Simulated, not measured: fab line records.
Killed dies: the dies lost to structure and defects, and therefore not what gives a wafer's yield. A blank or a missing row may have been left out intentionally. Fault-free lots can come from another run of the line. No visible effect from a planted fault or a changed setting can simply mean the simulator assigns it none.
A lot that was struck, set against a sound lot | flow nand_harc | 21 steps out of a route of 1302
Sound: the wafers L117.1, L117.4, L117.6. The struck wafers were L122.3, L122.4, L122.6. The cause is given at the end.
Order at every step that has rows: each side's tool, ch and its chambers, its first start. Under that, the readings that differ: sound wafers | struck wafers | difference of the means | sigmas: that difference in standard deviations of wafers without a fault.
alike: readings with means less than 2 such deviations apart, plus words and numbers identical on both sides. not compared: withheld readings, readings lacking a value on some wafer, bounds such as >300 that could conceal the same value, and numbers that have no deviation in the record and whose values overlap.
Wherever a step has rows on one side only, a row that says differs or no value, or a row with sigmas, the two part there. Non-overlapping numbers with no deviation appear without sigmas and do not part them. Lack of a reading on every wafer of one side parts them only where that side has two or more wafers.

NHARC_P_CONTACT_CMP_24: polishes, t overpolish 30 s, target thk 200 nm.
  sound on cmp-04 ch 0,1,2, day 11 23:59; struck on cmp-03 ch 0,3, day 13 19:30
  alike: edge_zone_pressure_frac, motor_current_A, overpolish_run_s, time_to_endpoint_s
then, 1 step without rows for these wafers: NHARC_P_CONTACT_SRD_26.
NHARC_P_CONTACT_INSPECT_27:
  struck on defect_inspect-02, day 13 19:53; sound on defect_inspect-01, day 12 00:22
  alike: raw_defect_count
then, 8 steps without rows for these wafers: NHARC_P_M0_DEP_00 (deposits SiOC, target thk 150 nm); NHARC_P_M0_DEHYDRATE_01 (time 120 s); NHARC_P_M0_HMDS_02 (time 30 s); NHARC_P_M0_COAT_33 (time 65 s); NHARC_P_M0_COAT_03 (resist thk 90 nm); NHARC_P_M0_SOFTBAKE_04 (time 55 s); NHARC_P_M0_EBR_05; NHARC_P_M0_EXPOSE_06 (exposes mask P M0, target cd 90 nm).
NHARC_P_M0_PEB_07: peb time 65 s.
  sound on litho_track-06 ch 0, day 12 01:04; struck on litho_track-06 ch 0, day 13 20:35
  reading                  | sound                | struck               | difference | sigmas
  heater_power_total_W (W) | 157.2 156.0 157.1    | 162.1 162.1 161.4    | +5.1       | +12
  plate_temp_C (C)         | 100.08 100.13 100.02 | 102.49 102.36 102.48 | +2.37      | +18
then, 1 step without rows for these wafers: NHARC_P_M0_DEVELOP_08 (develop time 35 s).
NHARC_P_M0_CD_MEAS_09: the cd target is 90 nm.
  sound on cd_sem-02 ch 0, day 12 01:08; struck on cd_sem-02 ch 0, day 13 20:40
  reading    | sound          | struck         | difference | sigmas
  cd_nm (nm) | 89.7 89.5 89.9 | 96.5 95.9 96.8 | +6.7       | +15
NHARC_P_M0_OVL_MEAS_10: pitch 180 nm.
  struck on overlay-02, day 13 20:45; sound on overlay-02, day 12 01:14
  alike: overlay_x_nm, overlay_y_nm
NHARC_P_M0_INSPECT_11:
  struck on defect_inspect-01, day 13 20:47; sound on defect_inspect-02, day 12 01:16
  alike: raw_defect_count
NHARC_P_M0_DESCUM_14: chemistry O2, time 3 s.
  sound on rie_diel-11 ch 0,1,3, day 12 01:21; struck on rie_diel-03 ch 1,2, day 13 20:51
  reading               | sound             | struck            | difference | sigmas
  oes_product_au (a.u.) | 1.008 1.003 1.010 | 0.993 0.990 0.990 | -0.016     | -2
  model.P_M0.cd_nm (nm) | 89.62 89.19 89.61 | 96.37 95.93 97.19 | +7.02      |
  alike: drypump_motor_current_A, rf_vpp_V, showerhead_plenum_p_Torr, throttle_valve_pct
  not compared: rf_hours_counter_h
NHARC_P_M0_ETCH_34: etches the open film in N2/H2, target depth 40 nm, overetch 12 nm, time 43.94 s.
  sound on rie_diel-11 ch 0,1,3, day 12 01:36; struck on rie_diel-03 ch 1,2,3, day 13 20:57
  alike: drypump_motor_current_A, oes_product_au, rf_vpp_V, showerhead_plenum_p_Torr, throttle_valve_pct
  not compared: rf_hours_counter_h
NHARC_P_M0_ETCH_15: etches the open film in C4F8/Ar, target depth 150 nm, overetch 15 nm, time 82.5 s.
  sound on rie_diel-11 ch 0,3; struck on rie_diel-03 ch 1,2
  reading               | sound             | struck          | difference | sigmas
  model.P_M0.cd_nm (nm) | 89.73 89.15 89.91 | 96.34 95.9 97.3 | +6.92      |
  alike: oes_product_au, rf_vpp_V
  not compared: rf_hours_counter_h
NHARC_P_M0_CD_MEAS_16:
  struck on cd_sem-01, day 13 21:11; sound on cd_sem-03, day 12 01:48
  reading    | sound          | struck         | difference | sigmas
  cd_nm (nm) | 89.8 89.2 89.8 | 96.3 96.1 97.4 | +7.0       | +13
-- the record jumps here: 19 days lie between the struck wafers' starts before and after (it left off in module P_M0 and takes up again in module END, whose first step shown is number 1302 of the route) --
NHARC_END_SORT_01:
  sound on prober-02 ch 0, day 30 11:09; struck on prober-02 ch 0, day 32 22:34
  alike: defect_limited_yield, killed_at_array, killed_at_other, killed_at_periphery, killed_dies, killed_open, killed_short

== WHERE THEY PART ==
Last at NHARC_P_M0_CD_MEAS_16 as far as this record goes, first at NHARC_P_M0_PEB_07. Later steps at which nothing parts them and some readings are alike: NHARC_END_SORT_01.

WHY: the cause the simulator had injected
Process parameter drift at NHARC_P_M0_PEB_07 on litho_track-06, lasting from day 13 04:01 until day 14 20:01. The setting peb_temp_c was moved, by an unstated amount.
